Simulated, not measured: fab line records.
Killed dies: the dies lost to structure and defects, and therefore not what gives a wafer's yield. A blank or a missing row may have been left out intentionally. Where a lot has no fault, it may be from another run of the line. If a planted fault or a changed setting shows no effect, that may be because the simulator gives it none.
fab line records	flow n5-finfet
[record] lots = 8	wafers = 24	last-day = 18
route steps=1938 shown HKMG_FIN@407 BEOL_M4@1111 PASSIVATION@1936
lots that met no fault: taken from a fault-free run of the same line
start-h: the number of hours between the record's first day and the start of the first shown wafer of the lot	wait-h: hours elapsed since this lot's preceding step	" unchanged from the row above	L1.1+2: a row that stands for several wafers	- either no value or no given start	* or withheld: withheld	< > ~ a bound
route shown NAME@n: NAME is a module with steps in the file, n the number in the route of the first one	usual: average and standard deviation across the fault-free wafers	same: alike in all rows	chamber/n: place in a boat	sites: the reading at each site	_std_site: how widely they spread, as a standard deviation	_edge_site: outer sites' mean less inner sites'	radius-mm: how far each site lies from the wafer's centre	mask NAME#n: copy n	behind: tool/chamber where the wafer was last shaped	hold: why the lot was held/for how many hours/how that ended	device: which transistor (n, p or np) failed to switch	end of line: tests of these same wafers at the route's end	for a step that has no rows: nothing shown but its recipe	killed: at the first sort, the dies lost to defects and structure; wafer yield is something else	map: dies across one wafer; x = killed, . = not, _ = none there
set.NAME: the setting that was run; set.NAME@STEP: the one run at that earlier step	model.NAME: the simulator's own value behind a step, which no gauge read
a sample of lots followed through the steps of the route, with each step as a table and each wafer as a row
services: from which hour (start-h, from the record's first day; less than 0 if before it) a tool's chamber was out of use, for how many hours, and why
[[steps]]
[step N5_HKMG_FIN_STRIP_93]
[recipe] chemistry = N2/H2	material = SOC	time-s = 20	power-w = 500	temp-c = 40	pressure-mtorr = 50	rf-frequency-hz = 6e+07	bias-power-w = 8	h2-frac = 0.5	n2-flow-sccm = 300	h2-flow-sccm = 300
[usual] drypump-motor-current-A = 5.8/0.46	oes-product-au = 0.78/0.092	rf-vpp-V = 54.2/0.82	showerhead-plenum-p-Torr = 3.35/0.12	throttle-valve-pct = 19.1/0.41
lot.wafer	tool	chamber	start-h	wait-h	drypump-motor-current-A	oes-product-au	rf-hours-counter-h	rf-vpp-V	showerhead-plenum-p-Torr	throttle-valve-pct
L273.4	rie-diel-03	2	86.58	0.2	5.7	0.69	238	53.4	3.18	19.6
L273.5	"	2	"	"	5.7	0.69	-	54.8	3.17	19.5
L273.6	"	3	"	"	6.6	0.87	-	54.0	3.53	18.3
L276.2	rie-diel-06	0	104.17	0.2	6.5	0.78	103	54.5	3.26	18.7
L276.3	"	1	"	"	5.5	0.70	244	53.8	3.32	19.1
L276.4	"	2	"	"	5.4	0.68	227	54.4	3.44	19.2
L277.2	rie-diel-03	0	110.86	0.2	5.4	0.73	160	56.0	3.22	19.1
L277.5	"	1	"	"	5.7	0.70	-	55.3	3.48	19.8
L277.6	"	2	"	"	5.8	0.68	-	53.3	3.17	19.5
L279.1	rie-diel-01	1	124.87	0.2	5.4	0.72	197	53.6	3.20	19.5
L279.3	"	2	"	"	5.8	0.71	184	54.0	3.35	18.8
L279.4	"	3	"	"	5.5	0.74	176	54.1	3.33	18.9
L280.3	rie-diel-06	2	131.22	0.2	5.4	0.68	236	53.8	3.44	19.3
L280.5	"	3	"	"	5.6	0.98	-	55.1	3.30	19.4
L280.6	"	0	"	"	6.5	0.77	-	54.1	3.25	18.7
L284.1	rie-diel-06	3	154.19	0.2	5.5	0.94	10	52.7	3.30	19.4
L284.3	"	1	"	"	5.5	0.98	2	54.0	3.31	18.7
L284.6	"	1	"	"	5.5	0.98	-	55.1	3.31	18.7
L287.1	rie-diel-01	2	169.92	0.2	5.8	0.70	199	53.5	3.34	18.8
L287.3	"	1	"	"	5.4	0.72	212	53.3	3.19	19.5
L287.4	"	3	"	"	5.5	0.73	192	54.0	3.32	18.9
L294.2	rie-diel-03	2	215.55	0.2	5.8	0.89	27	54.4	3.56	19.2
L294.3	"	3	"	"	6.6	0.80	88	52.7	3.51	18.4
L294.5	"	3	"	"	6.6	0.80	-	56.0	3.51	18.4
[step N5_HKMG_FIN_ALD_36]
[recipe] material = TiN	target-thk-a = 10	temp-c = 400	ald-precursor-family = TiCl4	ald-co-reactant = NH3	pulse-time-s = 1	purge-time-s = 3	co-reactant-purge-time-s = 2	co-reactant-pulse-time-s = 2	ald-cycles = 47	pressure-torr = 3
[usual] heater-power-w = 939/63	precursor-pulse-height-rel = 0.998/0.019	susceptor-temp-C = 400.00/0.23
[same] co-reactant-pulse-time-s = 2
lot.wafer	tool	chamber	start-h	wait-h	heater-power-w	precursor-pulse-height-rel	susceptor-temp-C
L273.4	ald-metal-04	2	88.02	0.0	826	0.984	400.15
L273.5	"	0	"	"	1038	0.963	399.70
L273.6	"	1	"	"	896	0.989	400.15
L276.2	ald-metal-01	3	105.57	0.0	912	0.995	400.19
L276.3	"	0	"	"	968	1.011	399.95
L276.4	"	2	"	"	918	1.027	399.90
L277.2	ald-metal-02	1	112.33	0.0	908	1.021	400.24
L277.5	"	3	"	"	932	0.982	400.10
L277.6	"	0	"	"	861	0.983	399.46
L279.1	ald-metal-04	0	126.32	0.0	1060	0.992	400.02
L279.3	"	1	"	"	878	0.970	400.00
L279.4	"	2	"	"	833	1.018	399.85
L280.3	ald-metal-02	1	132.92	0.0	929	1.005	399.96
L280.5	"	1	"	"	916	1.027	399.47
L280.6	"	2	"	"	962	1.028	400.10
L284.1	ald-metal-01	1	155.64	0.0	963	0.987	400.20
L284.3	"	3	"	"	911	1.005	400.16
L284.6	"	2	"	"	860	1.018	399.73
L287.1	ald-metal-04	3	171.46	0.0	1019	1.017	400.10
L287.3	"	2	"	"	820	1.029	399.80
L287.4	"	1	"	"	876	1.006	400.35
L294.2	ald-metal-02	3	216.98	0.0	924	0.997	400.09
L294.3	"	0	"	"	877	1.003	400.16
L294.5	"	2	"	"	971	0.977	400.22
[step N5_HKMG_FIN_INSPECT_14]
[recipe] mode = adi	inspect-instrument = macro
[usual] raw-defect-count = 2.2/1.5
lot.wafer	tool	chamber	start-h	wait-h	raw-defect-count
L273.4	defect-inspect-01	-	89.24	0.0	0
L273.5	"	-	"	"	3
L273.6	"	-	"	"	1
L276.2	defect-inspect-02	-	106.78	0.0	3
L276.3	"	-	"	"	0
L276.4	"	-	"	"	1
L277.2	defect-inspect-02	-	113.54	0.0	2
L277.5	"	-	"	"	1
L277.6	"	-	"	"	4
L279.1	defect-inspect-02	-	127.54	0.0	1
L279.3	"	-	"	"	2
L279.4	"	-	"	"	2
L280.3	defect-inspect-02	-	134.13	0.0	5
L280.5	"	-	"	"	2
L280.6	"	-	"	"	0
L284.1	defect-inspect-01	-	156.72	0.0	2
L284.3	"	-	"	"	3
L284.6	"	-	"	"	1
L287.1	defect-inspect-01	-	172.55	0.0	0
L287.3	"	-	"	"	5
L287.4	"	-	"	"	5
L294.2	defect-inspect-02	-	218.19	0.0	3
L294.3	"	-	"	"	2
L294.5	"	-	"	"	>300
[step N5_HKMG_FIN_ETCH_31]
[recipe] chemistry = CF4	target = SiARC	target-depth-a = 455	mask-material = CAR-ArF	time-s = 75.8	ion-energy-ev = 80	pressure-mtorr = 40	source-w = 545	bias-w = 36	Ar_flow_sccm = 100	cf4-flow-sccm = 100	ends = cleared
[usual] drypump-motor-current-A = 5.7/0.38	etch-rf-on-time-s = 76.5/1.3	oes-product-au = 0.64/0.061	rf-vpp-V = 184.2/1.2	showerhead-plenum-p-Torr = 2.15/0.077	throttle-valve-pct = 15.71/0.25
lot.wafer	tool	chamber	start-h	wait-h	drypump-motor-current-A	etch-rf-on-time-s	oes-product-au	rf-hours-counter-h	rf-vpp-V	showerhead-plenum-p-Torr	throttle-valve-pct
L273.4	rie-diel-01	2	89.31	0.0	5.8	76.8	0.62	172	183.8	2.14	15.71
L273.5	"	1	"	"	5.3	74.5	0.62	-	182.4	2.05	16.09
L273.6	"	2	"	"	5.8	77.3	0.61	-	184.3	2.14	15.72
L276.2	rie-diel-01	3	107.16	0.0	5.4	75.9	0.62	170	183.8	2.12	15.51
L276.3	"	2	"	"	5.8	77.3	0.60	179	184.6	2.13	15.72
L276.4	"	0	"	"	5.5	77.3	0.64	151	184.9	2.23	15.61
L277.2	rie-diel-01	1	113.61	0.0	5.3	75.4	0.62	194	183.6	2.05	16.11
L277.5	"	0	"	"	5.5	77.5	0.63	-	185.2	2.23	15.63
L277.6	"	1	"	"	5.3	74.3	0.62	-	183.6	2.05	16.10
L279.1	rie-diel-03	1	127.61	0.0	5.7	75.7	0.60	230	185.0	2.21	16.01
L279.3	"	0	"	"	5.3	77.3	0.62	162	182.7	2.06	15.64
L279.4	"	0	"	"	5.3	76.9	0.63	-	182.4	2.06	15.64
L280.3	rie-diel-01	2	134.20	0.0	5.8	77.8	0.60	187	182.4	2.13	15.75
L280.5	"	0	"	"	5.5	77.6	0.63	-	184.0	2.23	15.65
L280.6	"	3	"	"	5.5	75.7	0.63	-	185.1	2.12	15.54
L284.1	rie-diel-01	0	156.79	0.0	5.5	76.7	0.63	167	183.6	2.23	15.66
L284.3	"	3	"	"	5.5	75.0	0.62	187	183.6	2.11	15.53
L284.6	"	0	"	"	5.5	77.2	0.63	-	184.3	2.23	15.64
L287.1	rie-diel-01	0	172.62	0.0	5.5	76.9	0.63	173	185.0	2.22	15.67
L287.3	"	3	"	"	5.5	75.2	0.62	193	183.7	2.11	15.57
L287.4	"	2	"	"	5.8	77.5	0.60	200	184.7	2.13	15.78
L294.2	rie-diel-03	2	218.25	0.0	5.7	75.7	0.77	28	185.2	2.28	15.61
L294.3	"	1	"	"	5.7	71.7	0.89	1	184.8	2.20	15.56
L294.5	"	3	"	"	6.6	78.3	0.69	-	185.9	2.24	15.40
[step N5_HKMG_FIN_STRIP_88]
[recipe] chemistry = N2/H2	power-w = 2500	temp-c = 300	h2-frac = 0.65	time-s = 360	pressure-mtorr = withheld	n2-flow-sccm = 1750	h2-flow-sccm = 3250
[usual] drypump-motor-current-A = 6.01/0.25	heater-power-w = 506/33
lot.wafer	tool	chamber	start-h	wait-h	drypump-motor-current-A	heater-power-w	rf-hours-counter-h
L273.4	plasma-asher-02	0	90.97	0.1	6.39	518	-
L273.5	"	0	"	"	6.39	547	-
L273.6	"	1	"	"	6.13	438	-
L276.2	plasma-asher-01	0	108.69	0.0	5.73	513	39
L276.3	"	1	"	"	5.95	517	-
L276.4	"	0	"	"	5.76	528	-
L277.2	plasma-asher-02	1	115.14	0.0	6.12	449	96
L277.5	"	1	"	"	6.11	448	-
L277.6	"	0	"	"	6.39	516	-
L279.1	plasma-asher-01	1	129.26	0.0	5.89	525	42
L279.3	"	0	"	"	5.71	523	-
L279.4	"	1	"	"	5.91	539	-
L280.3	plasma-asher-02	0	135.86	0.1	6.41	518	-
L280.5	"	0	"	"	6.37	540	-
L280.6	"	1	"	"	6.10	457	-
L284.1	plasma-asher-01	0	158.35	0.0	5.69	534	47
L284.3	"	1	"	"	5.95	522	-
L284.6	"	1	"	"	5.94	524	-
L287.1	plasma-asher-02	1	174.16	0.0	6.11	430	108
L287.3	"	1	"	"	6.09	450	-
L287.4	"	0	"	"	6.39	538	-
L294.2	plasma-asher-01	0	219.79	0.0	5.80	523	59
L294.3	"	0	"	"	5.75	525	-
L294.5	"	0	"	"	5.73	524	-
[step N5_BEOL_M4_RC_MEAS_101]
[usual] DIBL_N = 36.4/1.6	DIBL_P = 36.2/1.8	IOFF_N = 0.159/0.029	IOFF_P = 0.21/0.034	ION_N = 670/12	ION_P = 459/8.2	SS_N = 71.5/0.59	SS_P = 73.2/0.54	VT_N = 250/3.3	VT_P = -250/3.7
lot.wafer	tool	chamber	start-h	wait-h	DIBL_N[mV/V]	DIBL_P[mV/V]	IOFF_N[nA/um]	IOFF_P[nA/um]	ION_N[uA/um]	ION_P[uA/um]	SS_N[mV/dec]	SS_P[mV/dec]	VT_N[mV]	VT_P[mV]
L273.4	prober-02	0	204.10	0.5	34.8	33.3	0.133	0.20	674	465	70.2	73.3	252	-249
L273.5	"	0	"	"	37.0	35.7	0.170	0.24	685	464	71.5	72.6	248	-247
L273.6	"	0	"	"	36.3	34.5	0.144	0.22	658	459	71.6	73.3	252	-247
L277.2	prober-01	0	216.72	0.2	35.7	36.0	0.152	0.24	668	469	71.6	73.0	248	-247
L277.5	"	0	"	"	37.6	38.7	0.200	0.28	680	470	71.9	73.7	246	-248
L277.6	"	0	"	"	37.2	38.2	0.187	0.27	688	472	72.0	74.3	244	-246
L276.2	prober-02	0	217.85	0.2	33.8	34.1	0.128	0.17	663	456	71.1	72.2	251	-250
L276.3	"	0	"	"	38.0	39.1	0.205	0.24	686	462	72.1	73.4	247	-246
L276.4	"	0	"	"	36.7	37.2	0.165	0.19	679	464	71.7	73.5	248	-254
L280.3	prober-01	0	225.27	0.3	38.3	37.5	0.176	0.27	669	462	71.5	74.3	248	-245
L280.5	"	0	"	"	38.0	36.8	0.173	0.24	692	473	71.6	73.7	247	-248
L280.6	"	0	"	"	38.2	37.1	0.184	0.26	678	468	71.8	74.1	247	-243
L279.1	prober-01	0	256.60	0.0	35.4	35.6	0.146	0.17	671	458	71.8	72.9	250	-255
L279.3	"	0	"	"	34.2	34.4	0.130	0.15	657	442	72.3	72.1	255	-256
L279.4	"	0	"	"	36.1	38.2	0.167	0.20	672	455	72.0	73.4	249	-251
L284.1	prober-02	0	278.25	0.0	39.6	38.4	0.228	0.24	701	467	72.1	73.0	246	-248
L284.3	"	0	"	"	37.1	35.3	0.165	0.20	671	455	71.9	73.3	248	-252
L284.6	"	0	"	"	38.9	36.7	0.199	0.22	681	456	71.9	73.1	248	-251
L287.1	prober-01	0	288.03	0.0	32.9	34.3	0.119	0.18	657	457	70.4	72.8	251	-251
L287.3	"	0	"	"	34.7	34.9	0.137	0.19	665	458	70.4	73.4	253	-250
L287.4	"	0	"	"	33.8	33.9	0.137	0.18	670	464	70.4	73.3	250	-250
L294.2	prober-02	0	335.34	0.2	37.0	37.7	0.179	0.27	671	468	72.1	73.9	248	-245
L294.3	"	0	"	"	32.8	33.8	0.114	0.20	657	466	70.8	72.3	255	-246
L294.5	"	0	"	"	32.9	34.5	0.119	0.23	660	464	70.8	73.0	249	-247
[step N5_PASSIVATION_PROBE_49]
[usual] defect-limited-yield = 91.1/1.5	killed_at_M0_to_M3 = 33/9.9	killed_at_M4_up = 14/5.2	killed-at-contacts = 12/6.7	killed-at-front-end = 43/13	killed-at-other = 3.4/2.7	killed-dies = 105/17	killed-open = 69/13	killed-short = 33/7.5	sort_bin_5_function = 5.2/0.91	sort_bin_6_memory = 3.3/0.71	sort-n-pass = 1075/17	sort-yield-pct = 91.1/1.5
[same] gross-dies = 1180	killed-at-back-side = 0	sort_bin_4_leakage[%] = 0	sort_bin_8_speed[%] = 0
lot.wafer	tool	chamber	start-h	wait-h	defect-limited-yield[%]	killed_at_M0_to_M3	killed_at_M4_up	killed-at-contacts	killed-at-front-end	killed-at-other	killed-dies	killed-open	killed-short	sort_bin_5_function[%]	sort_bin_6_memory[%]	sort-n-pass	sort-yield-pct[%]
L284.3	prober-01	-	373.38	0.1	89.1	31	19	15	63	1	129	81	48	5.7	4.8	1051	89.1
L294.2	prober-01	-	438.40	0.1	89.2	35	20	17	54	2	128	81	41	6.1	3.9	1052	89.2
L294.3	prober-01	-	438.45	0.1	89.5	57	9	12	42	4	124	74	49	6.1	4.2	1056	89.5
L294.5	prober-01	-	438.55	0.2	81.2	35	9	9	165	4	222	52	36	12.3	4.2	958	81.2
// killed by level:class
L284.3 FIN_SAQP:geometric-particle:short=17 FIN_SAQP:geometric-particle:open=16 BEOL_M4:geometric-particle:open=11 STI_FIN_REVEAL:geometric-particle:open=10 MOL_CONTACT_COAG:geometric-particle:open=10 BEOL_M0_SAQP:geometric-particle:short=8 BEOL_M3:geometric-particle:open=7 GATE_CUT:geometric-particle:short=6
L294.2 MOL_CONTACT_COAG:geometric-particle:open=14 BEOL_M0_SAQP:geometric-particle:open=10 FIN_SAQP:geometric-particle:open=9 FIN_SAQP:geometric-particle:short=9 STI_FIN_REVEAL:geometric-particle:open=8 BEOL_M4:geometric-particle:open=7 DUMMY_GATE:geometric-particle:open=6 BEOL_M3:geometric-particle:open=6
L294.3 MOL_CONTACT_COAG:geometric-particle:open=11 BEOL_M0_SAQP:geometric-particle:short=11 BEOL_M1:geometric-particle:short=9 FIN_SAQP:geometric-particle:open=8 BEOL_M0_SAQP:geometric-particle:open=8 BEOL_M3:geometric-particle:open=8 GATE_CUT:geometric-particle:short=6 BEOL_M0:geometric-particle:open=6
L294.5 HKMG_FIN:unspecified=129 FIN_SAQP:geometric-particle:short=10 MOL_CONTACT_COAG:geometric-particle:open=7 BEOL_M0_SAQP:geometric-particle:short=7 BEOL_M1:geometric-particle:open=7 FIN_SAQP:geometric-particle:open=6 GATE_CUT:geometric-particle:open=5 BEOL_M0_SAQP:geometric-particle:open=5
[[services]]
tool	chamber	start-h	hours	kind
ald-metal-04	3	65.19	3.1	repair
ald-metal-02	-	76.44	0.7	repair
ald-metal-02	2	89.39	6.4	repair
rie-diel-01	1	95.89	7.1	repair
rie-diel-06	3	104.22	-	clean
rie-diel-06	3	104.22	-	consumable-replace:focus-ring
rie-diel-06	3	104.22	26.0	scheduled-down
rie-diel-06	3	104.22	26.0	vent-cycle
ald-metal-01	-	125.42	8.7	pm
rie-diel-06	-	127.09	0.4	repair
rie-diel-03	2	127.13	-	clean
rie-diel-03	2	127.13	-	consumable-replace:focus-ring
rie-diel-03	2	127.13	-	consumable-replace:showerhead
rie-diel-03	2	127.13	11.0	scheduled-down
rie-diel-03	2	127.13	11.0	vent-cycle
rie-diel-03	2	177.94	5.5	repair
rie-diel-03	1	183.66	-	clean
rie-diel-03	1	183.66	-	consumable-replace:focus-ring
rie-diel-03	1	183.66	31.7	scheduled-down
rie-diel-03	1	183.66	31.7	vent-cycle
ald-metal-04	3	188.33	9.8	repair
ald-metal-01	-	195.40	2.1	repair
rie-diel-06	0	200.50	16.6	repair
rie-diel-03	-	205.84	0.2	repair
[[key]]
[first-sign] step = N5_HKMG_FIN_INSPECT_14	reading = raw-defect-count	direction = up	sigmas = 99+	usual = 2.2	struck = >300
[effect] step = N5_PASSIVATION_PROBE_49	reading = killed-at-front-end	direction = up	sigmas = 9.5	usual = 43	struck = 165
[more-kills-born-at] N5_HKMG_FIN_ALD_36@ald-metal-02 = 129
met-at N5_HKMG_FIN_ALD_36
struck-lots L294
struck-wafers L294.5
not-acting-at N5_HKMG_FIN_STRIP_93,N5_HKMG_FIN_ETCH_31,N5_HKMG_FIN_STRIP_88
onset-between 132.92 216.98
[fault] kind = chamber-particle-source	tool = ald-metal-02	chamber = 2	onset-h = 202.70	steps = N5_HKMG_FIN_ALD_36	rate-per-visit-cm2 = 0.97479	end-h = 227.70
